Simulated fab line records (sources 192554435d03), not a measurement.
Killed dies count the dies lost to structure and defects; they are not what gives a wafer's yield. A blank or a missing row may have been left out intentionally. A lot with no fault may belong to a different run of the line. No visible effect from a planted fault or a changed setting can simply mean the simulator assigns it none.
What tool caused it? | flow n5_finfet | 10 lots with 30 wafers sampled at 5 steps, on a route of 1938 steps

== WHAT EACH GAUGE READ, for each wafer ==
N5_WELL_APT_OVL_MEAS_26. Usual: PWELL_OVL gives -3 nm (standard deviation 5).
lot  | measured    | on         | PWELL_OVL (nm) | flag
L639 | day 1 14:47 | overlay-02 | 4 -6 -6        |
L643 | day 2 14:56 | overlay-01 | 3 -1 -4        |
L644 | day 2 20:53 | overlay-02 | -8 -2 -11      |
L645 | day 3 03:10 | overlay-02 | -3 -3 2        |
L651 | day 4 15:13 | overlay-02 | 5 6 1          |
L654 | day 5 09:14 | overlay-01 | -4 -2 -5       |
L655 | day 5 14:55 | overlay-02 | 6 2 -1         |
L656 | day 5 21:11 | overlay-01 | -6 -18 -7      |
L658 | day 6 09:11 | overlay-02 | -2 -10 4       |
L659 | day 6 14:53 | overlay-02 | 0 2 1          |

N5_PMOS_HMC_CHANNEL_EPI_OVL_MEAS_10. Usual: PMOS_HMC_BLK_OVL gives 0.2 nm (standard deviation 0.74).
lot  | measured    | on         | PMOS_HMC_BLK_OVL (nm) | flag
L639 | day 1 17:12 | overlay-01 | -0.6 -1.1 -0.8        |
L643 | day 2 17:07 | overlay-01 | -0.2 -0.1 0.3         |
L644 | day 2 23:19 | overlay-01 | 0.5 0.1 0.3           |
L645 | day 3 05:20 | overlay-02 | 0.6 -0.4 0.7          |
L651 | day 4 17:38 | overlay-01 | 1.7 0.8 0.6           |
L654 | day 5 11:37 | overlay-01 | 2.0 1.0 1.7           |
L655 | day 5 17:05 | overlay-01 | -0.8 0.2 0.6          |
L656 | day 5 23:25 | overlay-02 | 0.6 -0.1 -0.7         |
L658 | day 6 11:39 | overlay-02 | 0.7 0.0 -0.7          |
L659 | day 6 17:07 | overlay-01 | 0.8 0.2 1.5           |

N5_BEOL_M4_RC_MEAS_101. Usual: DIBL_N 36.1 mV/V, standard deviation 1.3; DIBL_P 36.3 mV/V, standard deviation 1.4; IOFF_N 0.162 nA/um, standard deviation 0.024; IOFF_P 0.22 nA/um, standard deviation 0.033; ION_N 674 uA/um, standard deviation 9.9; ION_P 464 uA/um, standard deviation 7.6; SS_N 71.6 mV/dec, standard deviation 0.53; SS_P 73.4 mV/dec, standard deviation 0.55; VT_N 249.4 mV, standard deviation 2.9; VT_P -249 mV, standard deviation 3.3.
lot  | measured     | on        | DIBL_N (mV/V)  | DIBL_P (mV/V)  | IOFF_N (nA/um)    | IOFF_P (nA/um) | ION_N (uA/um) | ION_P (uA/um) | SS_N (mV/dec)  | SS_P (mV/dec)  | VT_N (mV)         | VT_P (mV)      | flag
L639 | day 7 22:31  | prober-02 | 36.7 37.0 36.6 | 36.0 36.1 36.4 | 0.138 0.136 0.138 | 0.19 0.19 0.19 | 660 654 662   | 454 448 456   | 71.7 71.4 71.4 | 73.4 73.6 73.4 | 253.4 254.5 252.0 | -253 -252 -251 |
L643 | day 8 19:02  | prober-01 | 36.3 35.9 36.3 | 35.9 35.8 35.8 | 0.191 0.176 0.186 | 0.26 0.26 0.26 | 679 675 693   | 470 474 477   | 71.9 72.2 71.1 | 74.5 74.1 73.0 | 246.7 245.9 243.3 | -245 -245 -245 |
L644 | day 9 03:22  | prober-02 | 37.0 36.8 36.0 | 37.8 37.4 36.9 | 0.167 0.158 0.138 | 0.19 0.18 0.18 | 665 665 663   | 454 453 456   | 71.7 70.7 71.4 | 73.1 73.3 72.8 | 249.9 250.6 255.4 | -253 -257 -253 |
L645 | day 9 10:20  | prober-02 | 37.9 36.6 36.2 | 37.4 35.6 35.0 | 0.166 0.160 0.143 | 0.25 0.24 0.22 | 660 668 670   | 459 468 468   | 72.1 71.6 71.4 | 73.6 73.8 73.0 | 248.5 248.5 249.0 | -246 -245 -244 |
L651 | day 11 00:41 | prober-02 | 36.9 36.8 36.3 | 38.0 37.2 37.1 | 0.181 0.168 0.168 | 0.26 0.24 0.23 | 691 673 692   | 477 462 469   | 72.1 71.6 71.5 | 73.8 74.0 73.7 | 245.0 246.5 247.2 | -247 -249 -249 |
L654 | day 11 15:52 | prober-02 | 36.3 35.5 35.6 | 37.9 36.5 36.2 | 0.187 0.165 0.168 | 0.27 0.24 0.23 | 687 667 673   | 469 461 464   | 71.6 72.0 71.6 | 74.0 73.5 73.6 | 245.8 250.1 251.1 | -246 -246 -246 |
L655 | day 12 01:59 | prober-01 | 36.7 35.5 35.3 | 36.9 35.1 35.4 | 0.155 0.131 0.133 | 0.21 0.18 0.19 | 667 666 664   | 458 461 456   | 72.3 71.8 71.6 | 73.3 72.8 73.3 | 253.1 253.5 252.2 | -252 -253 -250 |
L656 | day 11 23:51 | prober-02 | 36.5 34.6 35.2 | 37.6 35.0 35.9 | 0.176 0.140 0.153 | 0.24 0.20 0.22 | 675 670 677   | 464 463 468   | 72.2 71.5 72.1 | 73.6 72.8 73.0 | 247.8 248.8 250.4 | -248 -250 -250 |
L658 | day 12 14:11 | prober-01 | 36.3 35.4 35.9 | 37.8 36.1 36.8 | 0.179 0.161 0.170 | 0.21 0.19 0.20 | 675 675 675   | 465 458 458   | 72.1 71.5 71.7 | 73.6 73.7 73.9 | 247.6 248.0 250.0 | -250 -252 -250 |
L659 | day 12 20:35 | prober-02 | 38.8 36.9 37.9 | 38.9 36.9 38.3 | 0.210 0.172 0.193 | 0.26 0.23 0.24 | 690 682 681   | 472 468 466   | 72.5 72.1 71.6 | 74.0 73.4 74.0 | 246.8 248.5 247.4 | -249 -248 -249 |

== EACH LOT AND THE TOOL THAT RAN IT (in order: tool; ch and the chambers of the sampled wafers; start) ==
lot  | N5_ZERO_LAYER_STRIP_24              | N5_WELL_APT_RTA_34
L639 | plasma_asher-02 ch 0,1, day 1 12:57 | rtp_anneal-01 ch 0, day 1 15:41
L643 | plasma_asher-01 ch 0,1, day 2 13:00 | rtp_anneal-01 ch 0, day 2 15:47
L644 | plasma_asher-01 ch 0,1, day 2 18:55 | rtp_anneal-02 ch 0, day 2 21:59
L645 | plasma_asher-01 ch 0,1, day 3 01:07 | rtp_anneal-02 ch 0, day 3 04:00
L651 | plasma_asher-01 ch 0,1, day 4 12:54 | rtp_anneal-01 ch 0, day 4 16:18
L654 | plasma_asher-01 ch 0,1, day 5 07:09 | rtp_anneal-01 ch 0, day 5 10:17
L655 | plasma_asher-01 ch 0,1, day 5 13:03 | rtp_anneal-01 ch 0, day 5 15:44
L656 | plasma_asher-01 ch 0,1, day 5 18:53 | rtp_anneal-02 ch 0, day 5 22:11
L658 | plasma_asher-02 ch 0, day 6 07:01   | rtp_anneal-02 ch 0, day 6 10:16
L659 | plasma_asher-01 ch 0,1, day 6 12:53 | rtp_anneal-02 ch 0, day 6 15:47
- N5_ZERO_LAYER_STRIP_24: strips in O2.
- N5_WELL_APT_RTA_34: time 10 s.

== AS READ BY THE TOOLS THEMSELVES (means over the sampled wafers that have a number; for cases with no such wafer, the mark the record gives instead) ==
N5_ZERO_LAYER_STRIP_24. Usual: chamber_pressure_mTorr 1000.0 mTorr, standard deviation 0.98; drypump_motor_current_A 5.6 A, standard deviation 0.41; heater_power_w 321 W, standard deviation 43; oes_product_au 0.647 a.u., standard deviation 0.0052; strip_time_to_endpoint_s 43.85 s, standard deviation 0.068.
lot  | tool            | chamber_pressure_mTorr (mTorr) | drypump_motor_current_A (A) | heater_power_w (W) | oes_product_au (a.u.) | strip_time_to_endpoint_s (s) | flag
L639 | plasma_asher-02 | 1000.3                         | 5.5                         | 358                | 0.647                 | 43.83                        |
L643 | plasma_asher-01 | 999.8                          | 5.8                         | 289                | 0.646                 | 43.90                        |
L644 | plasma_asher-01 | -                              | -                           | -                  | -                     | -                            | OFF
L645 | plasma_asher-01 | -                              | -                           | -                  | -                     | -                            | OFF
L651 | plasma_asher-01 | 999.9                          | 5.5                         | 291                | 0.648                 | 43.80                        |
L654 | plasma_asher-01 | 1000.1                         | 5.4                         | 289                | 0.647                 | 43.85                        |
L655 | plasma_asher-01 | 1000.6                         | 5.8                         | 286                | 0.645                 | 43.86                        |
L656 | plasma_asher-01 | 1000.1                         | 5.8                         | 289                | 0.646                 | 43.92                        |
L658 | plasma_asher-02 | 999.4                          | 5.3                         | 387                | 0.646                 | 43.88                        |
L659 | plasma_asher-01 | 999.7                          | 5.4                         | 294                | 0.645                 | 43.97                        |

N5_WELL_APT_RTA_34. Usual: lamp_power_pct 13.00 %, standard deviation 0.054; lamp_zone_2_pct 12.992 %, standard deviation 0.028; lamp_zone_4_pct 12.993 %, standard deviation 0.026; wafer_temp_C_max 1003.7, standard deviation 1.1.
lot  | tool          | lamp_power_pct (%) | lamp_zone_2_pct (%) | lamp_zone_4_pct (%) | wafer_temp_C_max | flag
L639 | rtp_anneal-01 | 12.99              | 12.960              | 12.983              | 1002.6           |
L643 | rtp_anneal-01 | 12.99              | 13.015              | 12.971              | 1003.0           |
L644 | rtp_anneal-02 | 12.99              | 13.037              | 12.991              | 1003.2           |
L645 | rtp_anneal-02 | 12.99              | 13.000              | 13.020              | 1002.4           |
L651 | rtp_anneal-01 | 13.01              | 12.995              | 12.981              | 1004.8           |
L654 | rtp_anneal-01 | 12.98              | 12.982              | 12.981              | 1003.7           |
L655 | rtp_anneal-01 | 12.97              | 13.017              | 12.966              | 1003.0           |
L656 | rtp_anneal-02 | 13.00              | 12.990              | 13.004              | 1004.3           |
L658 | rtp_anneal-02 | 12.98              | 12.986              | 13.010              | 1003.6           |
L659 | rtp_anneal-02 | 13.01              | 12.998              | 12.980              | 1005.0           |

== THE ANSWER, worked out from the rows above alone ==
Rule: take the mean of a lot's wafers that have a number; if it is more than 3 standard deviations from the usual mean, the lot is off. Also off: a lot with no number at a reading for which 4 or more lots have one. Where the step has rows for the other lots, those lots are counted as sound. The gauges are gone through in route order, then the tools' own readings, and for those a lot's mean is taken as printed above. The first step at which some lot is off is used, and at that step the reading that is off furthest; a lot without a number counts as furthest.
Off: L644, L645 (N5_ZERO_LAYER_STRIP_24, chamber_pressure_mTorr). Without a number there: L644, L645.
If a tool, at that step or one of the process steps before it, ran each lot that is off and ran no sound lot following the first of them, it fits. Of those tried, none fits.

== WHAT HAD BEEN PUT IN BY THE SIMULATOR ==
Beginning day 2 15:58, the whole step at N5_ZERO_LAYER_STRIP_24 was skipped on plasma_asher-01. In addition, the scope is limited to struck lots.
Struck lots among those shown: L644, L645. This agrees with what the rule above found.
